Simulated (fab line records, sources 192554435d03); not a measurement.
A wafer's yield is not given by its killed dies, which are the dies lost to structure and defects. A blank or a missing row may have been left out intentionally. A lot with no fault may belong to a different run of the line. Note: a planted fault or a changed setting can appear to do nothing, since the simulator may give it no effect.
Matching of chambers || flow n5-finfet || N5_BEOL_M10_CURE_71 on uv-cure-03: 3 sister chambers
The step cures SiCOH lowk, time 240 s. 20 wafers are shown with their chamber, then 10 later ones without.

== WAFERS, EACH WITH ITS CHAMBER ==
{"wafer": "L075.2", "chamber": 0, "wafer_temp_C_max": 386.3, "lamp-power-pct (%)": 52.31}
{"wafer": "L075.3", "chamber": 0, "wafer_temp_C_max": 386.3, "lamp-power-pct (%)": 52.33}
{"wafer": "L075.5", "chamber": 0, "wafer_temp_C_max": 386.6, "lamp-power-pct (%)": 52.32}
{"wafer": "L079.1", "chamber": 1, "wafer_temp_C_max": 386.6, "lamp-power-pct (%)": 52.28}
{"wafer": "L079.3", "chamber": 1, "wafer_temp_C_max": 386.2, "lamp-power-pct (%)": 52.31}
{"wafer": "L079.4", "chamber": 1, "wafer_temp_C_max": 386.7, "lamp-power-pct (%)": 52.34}
{"wafer": "L076.3", "chamber": 1, "wafer_temp_C_max": 386.5, "lamp-power-pct (%)": 52.32}
{"wafer": "L076.4", "chamber": 1, "wafer_temp_C_max": 387.1, "lamp-power-pct (%)": 52.29}
{"wafer": "L076.5", "chamber": 1, "wafer_temp_C_max": 385.9, "lamp-power-pct (%)": 52.36}
{"wafer": "L085.1", "chamber": 2, "wafer_temp_C_max": 387.2, "lamp-power-pct (%)": 52.29}
{"wafer": "L085.2", "chamber": 2, "wafer_temp_C_max": 386.2, "lamp-power-pct (%)": 52.25}
{"wafer": "L085.6", "chamber": 2, "wafer_temp_C_max": 385.9, "lamp-power-pct (%)": 52.35}
{"wafer": "L085.3", "chamber": 2, "wafer_temp_C_max": 385.9, "lamp-power-pct (%)": 52.37}
{"wafer": "L085.4", "chamber": 2, "wafer_temp_C_max": 386.1, "lamp-power-pct (%)": 52.37}
{"wafer": "L085.5", "chamber": 2, "wafer_temp_C_max": 386.3, "lamp-power-pct (%)": 52.39}
{"wafer": "L089.1", "chamber": 1, "wafer_temp_C_max": 386.9, "lamp-power-pct (%)": 52.32}
{"wafer": "L089.3", "chamber": 1, "wafer_temp_C_max": 386.8, "lamp-power-pct (%)": 52.36}
{"wafer": "L089.6", "chamber": 1, "wafer_temp_C_max": 387.0, "lamp-power-pct (%)": 52.27}
{"wafer": "L089.2", "chamber": 1, "wafer_temp_C_max": 386.7, "lamp-power-pct (%)": 52.28}
{"wafer": "L089.4", "chamber": 1, "wafer_temp_C_max": 386.6, "lamp-power-pct (%)": 52.41}

SIGNATURES (averages over the wafers above)
{"reading": "wafer_temp_C_max", "chamber 0": 386.400, "chamber 1": 386.636, "chamber 2": 386.267, "scatter within a chamber": 0.379}
{"reading": "lamp-power-pct", "chamber 0": 52.3200, "chamber 1": 52.3218, "chamber 2": 52.3367, "scatter within a chamber": 0.0444}
Rule: a wafer's distance from a chamber is the root of the sum, over the readings, of the square of ((its reading less the chamber's mean) divided by the reading's scatter). If the next closest chamber is less than 2 further off than the closest, the wafer can't be placed; otherwise it belongs to the closest. How the scatter is found: for the shown wafers, subtract from each reading the mean of its chamber, square and add these, divide the total by (wafers less chambers), then take the root.

== WAFERS WHOSE CHAMBER IS MISSING ==
{"wafer": "L089.5", "wafer_temp_C_max": 386.6, "lamp-power-pct (%)": 52.38}
{"wafer": "L094.2", "wafer_temp_C_max": 387.1, "lamp-power-pct (%)": 52.29}
{"wafer": "L094.3", "wafer_temp_C_max": 386.6, "lamp-power-pct (%)": 52.22}
{"wafer": "L094.4", "wafer_temp_C_max": 386.2, "lamp-power-pct (%)": 52.34}
{"wafer": "L097.2", "wafer_temp_C_max": 385.8, "lamp-power-pct (%)": 52.35}
{"wafer": "L097.4", "wafer_temp_C_max": 386.0, "lamp-power-pct (%)": 52.33}
{"wafer": "L097.6", "wafer_temp_C_max": 386.0, "lamp-power-pct (%)": 52.35}
{"wafer": "L095.3", "wafer_temp_C_max": 386.4, "lamp-power-pct (%)": 52.28}
{"wafer": "L095.4", "wafer_temp_C_max": 385.9, "lamp-power-pct (%)": 52.35}
{"wafer": "L095.5", "wafer_temp_C_max": 386.1, "lamp-power-pct (%)": 52.34}

== WHICH CHAMBER EACH WENT THROUGH ==
{"wafer": "L089.5", "from the rows above": "can't be placed: 1 or 2 or 0", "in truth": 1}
{"wafer": "L094.2", "from the rows above": "can't be placed: 1 or 0 or 2", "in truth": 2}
{"wafer": "L094.3", "from the rows above": "can't be placed: 1 or 0 or 2", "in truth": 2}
{"wafer": "L094.4", "from the rows above": "can't be placed: 2 or 0 or 1", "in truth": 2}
{"wafer": "L097.2", "from the rows above": "can't be placed: 2 or 0 or 1", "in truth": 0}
{"wafer": "L097.4", "from the rows above": "can't be placed: 2 or 0 or 1", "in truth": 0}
{"wafer": "L097.6", "from the rows above": "can't be placed: 2 or 0 or 1", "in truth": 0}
{"wafer": "L095.3", "from the rows above": "can't be placed: 0 or 1 or 2", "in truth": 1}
{"wafer": "L095.4", "from the rows above": "can't be placed: 2 or 0 or 1", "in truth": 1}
{"wafer": "L095.5", "from the rows above": "can't be placed: 2 or 0 or 1", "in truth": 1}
Correct placement for 0 of the 10. From these rows, 10 cannot be placed; in 10 the true chamber is one of the candidates. Placed wrongly: 0.
